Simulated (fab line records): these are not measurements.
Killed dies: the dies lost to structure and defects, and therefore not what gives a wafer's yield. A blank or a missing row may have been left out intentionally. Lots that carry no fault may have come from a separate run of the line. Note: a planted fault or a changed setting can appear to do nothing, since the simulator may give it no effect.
fab line records ; flow n5_finfet
record lots=7; wafers=39
route steps=1938 shown BEOL_M5@1191 BEOL_M9@1401 BEOL_M11@1536 BEOL_M12@1656
start_h: start of the lot's first displayed wafer, in hours after the record's first day ; wait_h: how many hours have passed since the lot's step before this one ; " identical to the entry in the row above ; L1.1+2: several wafers, shown together as one row ; - value missing, or start not given ; * or withheld: withheld ; < > ~ a bound
route shown NAME@n: NAME is a module with steps in the file, n the number in the route of the first one ; usual: mean/standard deviation taken from wafers without a fault ; same: alike in all rows ; chamber/n: place in a boat ; sites: each site's reading ; _std_site: standard deviation across them ; _edge_site: inner sites' mean taken away from outer sites' mean ; radius_mm: for every site, how far away it sits from the centre of the wafer ; mask NAME#n: copy n ; behind: the most recent tool/chamber to have shaped the wafer ; hold: why the lot went on hold/how many hours it stayed there/how the hold came to an end ; device: transistor that didn't switch, given as n, p or np ; end of line: the same wafers' tests at the end of the route ; a step without rows: its recipe alone ; killed: count of dies lost to structure and defects at first sort (not the wafer's yield) ; map: per-die view of a wafer (x killed, . not killed, _ where there is no die)
set.NAME: the setting the step ran with; set.NAME@STEP: the setting that earlier step ran with ; model.NAME: the simulator's own value behind a step, which no gauge read
one table per step and one row per wafer, for lots whose settings were changed on purpose
## steps
# step N5_BEOL_M5_DEP_56
# recipe material=SiCN; target_thk_a=80; temp_c=withheld; precursor=3MS/NH3; pressure_torr=3; rf_w=202; time_s=14
lot.wafer;tool;chamber;start_h;wait_h;set.target_thk_a;model.SiCN_of_BEOL_M5_DEP_56.thk_nm
L074.1+5+6;pecvd-01;1,0,1;210.48;0.0;48.03;5
L074.2+4;pecvd-01;0,2;210.48;0.0;80;8.2
L074.3;pecvd-01;2;210.48;0.0;80;8
L075.1;pecvd-01;1;214.97;0.0;80;8
L075.2;pecvd-01;2;214.97;0.0;124.9;12.4
L075.3+4;pecvd-01;0,2;214.97;0.0;124.9;12.6
L075.5;pecvd-01;0;214.97;0.0;80;8.2
L075.6;pecvd-01;1;214.97;0.0;80;8.4
L078.1+6;pecvd-03;2,0;236.57;0.0;41.5;4
L078.2;pecvd-03;1;236.57;0.0;41.5;4.2
L078.3;pecvd-03;0;236.57;0.0;80;7.8
L078.4+5;pecvd-03;2,1;236.57;0.0;80;8
L076.1+3;pecvd-02;2,1;237.10;0.0;80;8
L076.2+5+6;pecvd-02;0,1,0;237.10;0.0;80;8.2
L076.4;pecvd-02;2;237.10;0.0;80;8.4
L079.2+6;pecvd-03;1,0;239.10;0.0;80;8
L079.5;pecvd-03;1;239.10;0.0;80;8.2
L083.1+5;pecvd-02;0,2;263.37;0.0;96.09;9.8
L083.2+4;pecvd-02;1,0;263.37;0.0;80;8.2
L083.3;pecvd-02;2;263.37;0.0;80;8
L083.6;pecvd-02;1;263.37;0.0;96.09;9.6
L087.1+2+3+5;pecvd-02;1,2,0,1;286.90;0.0;80;8
L087.4+6;pecvd-02;0,2;286.90;0.0;80;8.2
# step N5_BEOL_M9_ILD_DEP_00
# recipe material=SiCOH_lowk; target_thk_a=3085.1; temp_c=300; precursor=DEMS/porogen; pressure_torr=5; rf_w=500; time_s=58
lot.wafer;tool;chamber;start_h;wait_h;set.time_s;model.SiCOH_lowk_of_BEOL_M9_ILD_DEP_00.thk_nm
L074.1;pecvd-03;1;233.19;0.0;80.97;428.8
L074.2;pecvd-03;2;233.19;0.0;58;311.2
L074.3;pecvd-03;0;233.19;0.0;58;310.4
L074.4;pecvd-03;0;233.19;0.0;80.97;435
L074.5;pecvd-03;1;233.19;0.0;80.97;434.2
L074.6;pecvd-03;2;233.19;0.0;58;314
L075.1;pecvd-01;2;241.25;0.0;67.49;360
L075.2;pecvd-01;0;241.25;0.0;58;303.4
L075.3;pecvd-01;1;241.25;0.0;58;309.4
L075.4;pecvd-01;2;241.25;0.0;67.49;362.8
L075.5;pecvd-01;1;241.25;0.0;58;313
L075.6;pecvd-01;0;241.25;0.0;67.49;361.8
L078.1;pecvd-03;1;263.27;0.0;58;310.8
L078.2;pecvd-03;2;263.27;0.0;69.32;373.2
L078.3;pecvd-03;0;263.27;0.0;58;305.4
L078.4;pecvd-03;0;263.27;0.0;69.32;371.4
L078.5;pecvd-03;1;263.27;0.0;69.32;372.4
L078.6;pecvd-03;2;263.27;0.0;58;314.2
L076.1;pecvd-01;2;264.27;0.0;58;305.8
L076.2;pecvd-01;0;264.27;0.0;58;301.8
L076.3;pecvd-01;1;264.27;0.0;58;307.2
L076.4;pecvd-01;1;264.27;0.0;58;308.6
L076.5+6;pecvd-01;0,2;264.27;0.0;58;310.8
L079.2;pecvd-01;0;264.83;0.0;58;299.6
L079.5;pecvd-01;2;264.83;0.0;58;311.2
L079.6;pecvd-01;0;264.83;0.0;58;303.8
L083.1;pecvd-02;0;292.58;0.0;86.65;452.6
L083.2;pecvd-02;2;292.58;0.0;58;306
L083.3;pecvd-02;1;292.58;0.0;58;304.2
L083.4;pecvd-02;2;292.58;0.0;86.65;460.8
L083.5;pecvd-02;0;292.58;0.0;86.65;461.6
L083.6;pecvd-02;1;292.58;0.0;58;309.4
L087.1;pecvd-01;0;314.10;0.0;58;311.4
L087.2;pecvd-01;2;314.10;0.0;58;309.2
L087.3;pecvd-01;1;314.10;0.0;58;312.6
L087.4;pecvd-01;2;314.10;0.0;58;315
L087.5;pecvd-01;0;314.10;0.0;58;310.8
L087.6;pecvd-01;1;314.10;0.0;58;316.4
# step N5_BEOL_M9_CURE_71
# recipe temp_c=385; time_s=240; ambient=He/Ar; material=SiCOH_lowk
lot.wafer;tool;chamber;start_h;wait_h;set.time_s@BEOL_M9_ILD_DEP_00;model.SiCOH_lowk_of_BEOL_M9_ILD_DEP_00.thk_nm
L074.1;uv_cure-01;1;233.27;0.0;80.97;375
L074.2;uv_cure-01;1;233.27;0.0;58;270.4
L074.3;uv_cure-01;1;233.27;0.0;58;269.8
L074.4;uv_cure-01;1;233.27;0.0;80.97;380.6
L074.5;uv_cure-01;1;233.27;0.0;80.97;379.8
L074.6;uv_cure-01;1;233.27;0.0;58;272.8
L075.1;uv_cure-02;0;241.33;0.0;67.49;313.6
L075.2;uv_cure-02;0;241.33;0.0;58;263.4
L075.3;uv_cure-02;0;241.33;0.0;58;268.8
L075.4;uv_cure-02;0;241.33;0.0;67.49;316.2
L075.5;uv_cure-02;0;241.33;0.0;58;271.8
L075.6;uv_cure-02;0;241.33;0.0;67.49;315.2
L078.1;uv_cure-02;1;263.51;0.2;58;270
L078.2;uv_cure-02;1;263.51;0.2;69.32;325.4
L078.3;uv_cure-02;1;263.51;0.2;58;265.4
L078.4;uv_cure-02;1;263.51;0.2;69.32;323.8
L078.5;uv_cure-02;1;263.51;0.2;69.32;324.6
L078.6;uv_cure-02;1;263.51;0.2;58;273
L076.1;uv_cure-01;0;264.35;0.0;58;265.6
L076.2;uv_cure-01;0;264.35;0.0;58;262
L076.3;uv_cure-01;0;264.35;0.0;58;266.8
L076.4;uv_cure-01;0;264.35;0.0;58;268.2
L076.5+6;uv_cure-01;0;264.35;0.0;58;270
L079.2;uv_cure-02;2;265.06;0.2;58;260
L079.5;uv_cure-02;2;265.06;0.2;58;270.4
L079.6;uv_cure-02;2;265.06;0.2;58;263.8
L083.1;uv_cure-01;1;292.66;0.0;86.65;396.2
L083.2;uv_cure-01;1;292.66;0.0;58;265.8
L083.3;uv_cure-01;1;292.66;0.0;58;264.2
L083.4;uv_cure-01;1;292.66;0.0;86.65;403.8
L083.5;uv_cure-01;1;292.66;0.0;86.65;404.4
L083.6;uv_cure-01;1;292.66;0.0;58;268.8
L087.1;uv_cure-03;0;314.18;0.0;58;270.6
L087.2;uv_cure-03;0;314.18;0.0;58;268.6
L087.3;uv_cure-03;0;314.18;0.0;58;271.6
L087.4;uv_cure-03;0;314.18;0.0;58;273.8
L087.5;uv_cure-03;0;314.18;0.0;58;270
L087.6;uv_cure-03;0;314.18;0.0;58;275
# step N5_BEOL_M9_THK_MEAS_01
# recipe reads=SiCOH_lowk_of_BEOL_M9_ILD_DEP_00
# usual M9_ILD_THK=268/3.3
lot.wafer;tool;chamber;start_h;wait_h;set.time_s@BEOL_M9_ILD_DEP_00;M9_ILD_THK[nm]
L074.1;film_metro-02;-;233.78;0.4;80.97;375
L074.2;film_metro-02;-;233.78;0.4;58;270
L074.3;film_metro-02;-;233.78;0.4;58;270
L074.4;film_metro-02;-;233.78;0.4;80.97;381
L074.5;film_metro-02;-;233.78;0.4;80.97;380
L074.6;film_metro-02;-;233.78;0.4;58;272
L075.1;film_metro-02;-;241.84;0.4;67.49;313
L075.2;film_metro-02;-;241.84;0.4;58;263
L075.3;film_metro-02;-;241.84;0.4;58;269
L075.4;film_metro-02;-;241.84;0.4;67.49;316
L075.5;film_metro-02;-;241.84;0.4;58;272
L075.6;film_metro-02;-;241.84;0.4;67.49;316
L078.1;film_metro-02;-;264.52;0.8;58;270
L078.2;film_metro-02;-;264.52;0.8;69.32;325
L078.3;film_metro-02;-;264.52;0.8;58;265
L078.4;film_metro-02;-;264.52;0.8;69.32;324
L078.5;film_metro-02;-;264.52;0.8;69.32;324
L078.6;film_metro-02;-;264.52;0.8;58;273
L076.1;film_metro-01;-;265.34;0.8;58;265
L076.2;film_metro-01;-;265.34;0.8;58;262
L076.3;film_metro-01;-;265.34;0.8;58;267
L076.4;film_metro-01;-;265.34;0.8;58;268
L076.5;film_metro-01;-;265.34;0.8;58;270
L076.6;film_metro-01;-;265.34;0.8;58;270
L079.2;film_metro-01;-;265.90;0.7;58;260
L079.5;film_metro-01;-;265.90;0.7;58;270
L079.6;film_metro-01;-;265.90;0.7;58;264
L083.1;film_metro-01;-;293.65;0.8;86.65;397
L083.2;film_metro-01;-;293.65;0.8;58;266
L083.3;film_metro-01;-;293.65;0.8;58;264
L083.4;film_metro-01;-;293.65;0.8;86.65;404
L083.5;film_metro-01;-;293.65;0.8;86.65;404
L083.6;film_metro-01;-;293.65;0.8;58;269
L087.1;film_metro-02;-;314.69;0.4;58;271
L087.2;film_metro-02;-;314.69;0.4;58;268
L087.3;film_metro-02;-;314.69;0.4;58;271
L087.4;film_metro-02;-;314.69;0.4;58;274
L087.5;film_metro-02;-;314.69;0.4;58;270
L087.6;film_metro-02;-;314.69;0.4;58;275
# step N5_BEOL_M11_ILD_DEP_00
# recipe material=SiCOH_lowk; target_thk_a=3085.1; temp_c=300; precursor=DEMS/porogen; pressure_torr=5; rf_w=500; time_s=58
lot.wafer;tool;chamber;start_h;wait_h;set.time_s;model.SiCOH_lowk_of_BEOL_M11_ILD_DEP_00.thk_nm
L074.1;pecvd-04;0;252.47;0.0;58;305.2
L074.2;pecvd-04;2;252.47;0.0;58;305
L074.3;pecvd-04;1;252.47;0.0;58;305.4
L074.4;pecvd-04;0;252.47;0.0;58;308
L074.5;pecvd-04;1;252.47;0.0;58;310.8
L074.6;pecvd-04;2;252.47;0.0;58;309.2
L075.1;pecvd-03;2;259.57;0.0;77.41;409
L075.2;pecvd-03;0;259.57;0.0;77.41;408.4
L075.3;pecvd-03;1;259.57;0.0;58;307.8
L075.4;pecvd-03;0;259.57;0.0;77.41;411.6
L075.5;pecvd-03;2;259.57;0.0;58;308
L075.6;pecvd-03;1;259.57;0.0;58;313.4
L076.1;pecvd-04;2;281.58;0.0;92.61;485.6
L076.2;pecvd-04;1;281.58;0.0;58;302.6
L076.3;pecvd-04;0;281.58;0.0;92.61;483.4
L076.4;pecvd-04;2;281.58;0.0;58;305
L076.5;pecvd-04;1;281.58;0.0;58;306.6
L076.6;pecvd-04;0;281.58;0.0;92.61;491.8
L078.1;pecvd-02;2;281.66;0.0;26.57;138.8
L078.2;pecvd-02;0;281.66;0.0;26.57;143
L078.3;pecvd-02;1;281.66;0.0;58;305.8
L078.4;pecvd-02;0;281.66;0.0;26.57;144.8
L078.5;pecvd-02;1;281.66;0.0;58;311
L078.6;pecvd-02;2;281.66;0.0;58;307.2
L079.2;pecvd-02;1;289.91;0.0;58;298
L079.5;pecvd-02;0;289.91;0.0;58;307.2
L079.6;pecvd-02;2;289.91;0.0;58;305.6
L083.1;pecvd-02;0;311.24;0.0;58;306.4
L083.2;pecvd-02;2;311.24;0.0;58;308.2
L083.3;pecvd-02;1;311.24;0.0;67.75;359
L083.4;pecvd-02;0;311.24;0.0;58;317.2
L083.5;pecvd-02;2;311.24;0.0;67.75;363.4
L083.6;pecvd-02;1;311.24;0.0;67.75;368.2
L087.1;pecvd-04;1;332.86;0.0;58;307.6
L087.2;pecvd-04;0;332.86;0.0;58;307.4
L087.3;pecvd-04;2;332.86;0.0;43.93;236.4
L087.4;pecvd-04;2;332.86;0.0;58;314
L087.5;pecvd-04;1;332.86;0.0;43.93;242.6
L087.6;pecvd-04;0;332.86;0.0;43.93;237.4
# step N5_BEOL_M11_CURE_71
# recipe temp_c=385; time_s=240; ambient=He/Ar; material=SiCOH_lowk
lot.wafer;tool;chamber;start_h;wait_h;set.time_s@BEOL_M11_ILD_DEP_00;model.SiCOH_lowk_of_BEOL_M11_ILD_DEP_00.thk_nm
L074.1;uv_cure-02;2;252.54;0.0;58;265
L074.2;uv_cure-02;2;252.54;0.0;58;264.8
L074.3;uv_cure-02;2;252.54;0.0;58;265.4
L074.4;uv_cure-02;2;252.54;0.0;58;267.4
L074.5;uv_cure-02;2;252.54;0.0;58;270.2
L074.6;uv_cure-02;2;252.54;0.0;58;268.6
L075.1;uv_cure-03;1;259.65;0.1;77.41;357.4
L075.2;uv_cure-03;1;259.65;0.1;77.41;356.8
L075.3;uv_cure-03;1;259.65;0.1;58;267.4
L075.4;uv_cure-03;1;259.65;0.1;77.41;359.6
L075.5;uv_cure-03;1;259.65;0.1;58;267.6
L075.6;uv_cure-03;1;259.65;0.1;58;272.2
L076.1;uv_cure-02;0;281.79;0.2;92.61;426
L076.2;uv_cure-02;0;281.79;0.2;58;262.8
L076.3;uv_cure-02;0;281.79;0.2;92.61;424
L076.4;uv_cure-02;0;281.79;0.2;58;265
L076.5;uv_cure-02;0;281.79;0.2;58;266.2
L076.6;uv_cure-02;0;281.79;0.2;92.61;431.6
L078.1;uv_cure-03;2;282.28;0.6;26.57;119.4
L078.2;uv_cure-03;2;282.28;0.6;26.57;123
L078.3;uv_cure-03;2;282.28;0.6;58;265.6
L078.4;uv_cure-03;2;282.28;0.6;26.57;124.6
L078.5;uv_cure-03;2;282.28;0.6;58;270.2
L078.6;uv_cure-03;2;282.28;0.6;58;267
L079.2;uv_cure-01;1;290.15;0.2;58;258.8
L079.5;uv_cure-01;1;290.15;0.2;58;266.8
L079.6;uv_cure-01;1;290.15;0.2;58;265.4
L083.1;uv_cure-02;0;311.32;0.0;58;266
L083.2;uv_cure-02;0;311.32;0.0;58;267.8
L083.3;uv_cure-02;0;311.32;0.0;67.75;312.8
L083.4;uv_cure-02;0;311.32;0.0;58;275.6
L083.5;uv_cure-02;0;311.32;0.0;67.75;316.6
L083.6;uv_cure-02;0;311.32;0.0;67.75;321
L087.1;uv_cure-03;1;332.93;0.0;58;267.2
L087.2;uv_cure-03;1;332.93;0.0;58;267
L087.3;uv_cure-03;1;332.93;0.0;43.93;204.6
L087.4;uv_cure-03;1;332.93;0.0;58;273
L087.5;uv_cure-03;1;332.93;0.0;43.93;210
L087.6;uv_cure-03;1;332.93;0.0;43.93;205.4
# step N5_BEOL_M11_THK_MEAS_01
# recipe reads=SiCOH_lowk_of_BEOL_M11_ILD_DEP_00
# usual M11_ILD_THK=267/3.3
lot.wafer;tool;chamber;start_h;wait_h;set.time_s@BEOL_M11_ILD_DEP_00;M11_ILD_THK[nm]
L074.1;film_metro-01;-;253.06;0.4;58;265
L074.2;film_metro-01;-;253.06;0.4;58;265
L074.3;film_metro-01;-;253.06;0.4;58;265
L074.4;film_metro-01;-;253.06;0.4;58;268
L074.5;film_metro-01;-;253.06;0.4;58;270
L074.6;film_metro-01;-;253.06;0.4;58;269
L075.1;film_metro-01;-;260.65;0.8;77.41;357
L075.2;film_metro-01;-;260.65;0.8;77.41;357
L075.3;film_metro-01;-;260.65;0.8;58;267
L075.4;film_metro-01;-;260.65;0.8;77.41;360
L075.5;film_metro-01;-;260.65;0.8;58;268
L075.6;film_metro-01;-;260.65;0.8;58;272
L076.1;film_metro-01;-;282.79;0.8;92.61;426
L076.2;film_metro-01;-;282.79;0.8;58;263
L076.3;film_metro-01;-;282.79;0.8;92.61;424
L076.4;film_metro-01;-;282.79;0.8;58;265
L076.5;film_metro-01;-;282.79;0.8;58;266
L076.6;film_metro-01;-;282.79;0.8;92.61;432
L078.1;film_metro-01;-;283.27;0.8;26.57;119
L078.2;film_metro-01;-;283.27;0.8;26.57;123
L078.3;film_metro-01;-;283.27;0.8;58;266
L078.4;film_metro-01;-;283.27;0.8;26.57;125
L078.5;film_metro-01;-;283.27;0.8;58;270
L078.6;film_metro-01;-;283.27;0.8;58;267
L079.2;film_metro-02;-;290.98;0.7;58;259
L079.5;film_metro-02;-;290.98;0.7;58;267
L079.6;film_metro-02;-;290.98;0.7;58;266
L083.1;film_metro-02;-;311.83;0.4;58;266
L083.2;film_metro-02;-;311.83;0.4;58;268
L083.3;film_metro-02;-;311.83;0.4;67.75;313
L083.4;film_metro-02;-;311.83;0.4;58;276
L083.5;film_metro-02;-;311.83;0.4;67.75;317
L083.6;film_metro-02;-;311.83;0.4;67.75;321
L087.1;film_metro-01;-;333.45;0.4;58;267
L087.2;film_metro-01;-;333.45;0.4;58;267
L087.3;film_metro-01;-;333.45;0.4;43.93;205
L087.4;film_metro-01;-;333.45;0.4;58;273
L087.5;film_metro-01;-;333.45;0.4;43.93;210
L087.6;film_metro-01;-;333.45;0.4;43.93;205
# step N5_BEOL_M12_DEP_53
# recipe material=SiCN; target_thk_a=300; temp_c=withheld; precursor=3MS/NH3; pressure_torr=3; rf_w=675; time_s=10.5
lot.wafer;tool;chamber;start_h;wait_h;set.target_thk_a;model.SiCN_of_BEOL_M12_DEP_53.thk_nm
L074.1;pecvd-01;2;263.85;0.0;300;29.4
L074.2;pecvd-01;0;263.85;0.0;451.3;44.2
L074.3;pecvd-01;1;263.85;0.0;300;29
L074.4;pecvd-01;1;263.85;0.0;300;29.8
L074.5+6;pecvd-01;0,2;263.85;0.0;451.3;45
L075.1;pecvd-04;0;275.71;0.0;388.9;38.4
L075.2;pecvd-04;1;275.71;0.0;388.9;38.6
L075.3;pecvd-04;2;275.71;0.0;300;29.6
L075.4;pecvd-04;0;275.71;0.0;300;30.2
L075.5;pecvd-04;1;275.71;0.0;300;29.8
L075.6;pecvd-04;2;275.71;0.0;388.9;39
L076.1+3;pecvd-04;0,2;296.40;0.0;461.1;45.6
L076.2;pecvd-04;1;296.40;0.0;300;29.8
L076.4+6;pecvd-04;1,2;296.40;0.0;300;30.2
L076.5;pecvd-04;0;296.40;0.0;461.1;46.2
L078.1;pecvd-02;2;297.24;0.0;300;30
L078.2;pecvd-02;0;297.24;0.0;300;30.2
L078.3;pecvd-02;1;297.24;0.0;300;29.8
L078.4+5+6;pecvd-02;2,1,0;297.24;0.0;300;30.4
L079.2+5;pecvd-04;2,1;304.15;0.0;300;30.2
L079.6;pecvd-04;2;304.15;0.0;300;30.4
L083.1+3;pecvd-01;0,1;329.38;0.0;300;30
L083.2;pecvd-01;2;329.38;0.0;300;29.8
L083.4;pecvd-01;1;329.38;0.0;300;30.2
L083.5;pecvd-01;0;329.38;0.0;300;30.4
L083.6;pecvd-01;2;329.38;0.0;300;30.8
L087.1;pecvd-02;1;347.86;0.0;300;29.8
L087.2;pecvd-02;2;347.86;0.0;159;15.8
L087.3;pecvd-02;0;347.86;0.0;300;29.6
L087.4;pecvd-02;2;347.86;0.0;300;30.6
L087.5+6;pecvd-02;0,1;347.86;0.0;159;16.2
## key
split step=N5_BEOL_M5_DEP_56; setting=target_thk_a; stated=80; by=wafer
response step=N5_BEOL_M5_DEP_56; reading=model.SiCN_of_BEOL_M5_DEP_56.thk_nm; change=+0.0786; per=1%; r=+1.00
split step=N5_BEOL_M9_ILD_DEP_00; setting=time_s; stated=58; by=wafer
response step=N5_BEOL_M9_ILD_DEP_00; reading=model.SiCOH_lowk_of_BEOL_M9_ILD_DEP_00.thk_nm; change=+3.08; per=1%; r=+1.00
response step=N5_BEOL_M9_CURE_71; reading=model.SiCOH_lowk_of_BEOL_M9_ILD_DEP_00.thk_nm; change=+2.74; per=1%; r=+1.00
response step=N5_BEOL_M9_THK_MEAS_01; reading=M9_ILD_THK; change=+2.75; per=1%; r=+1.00
split step=N5_BEOL_M11_ILD_DEP_00; setting=time_s; stated=58; by=wafer
response step=N5_BEOL_M11_ILD_DEP_00; reading=model.SiCOH_lowk_of_BEOL_M11_ILD_DEP_00.thk_nm; change=+3.04; per=1%; r=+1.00
response step=N5_BEOL_M11_CURE_71; reading=model.SiCOH_lowk_of_BEOL_M11_ILD_DEP_00.thk_nm; change=+2.69; per=1%; r=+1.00
response step=N5_BEOL_M11_THK_MEAS_01; reading=M11_ILD_THK; change=+2.69; per=1%; r=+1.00
split step=N5_BEOL_M12_DEP_53; setting=target_thk_a; stated=300; by=wafer
response step=N5_BEOL_M12_DEP_53; reading=model.SiCN_of_BEOL_M12_DEP_53.thk_nm; change=+0.298; per=1%; r=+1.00
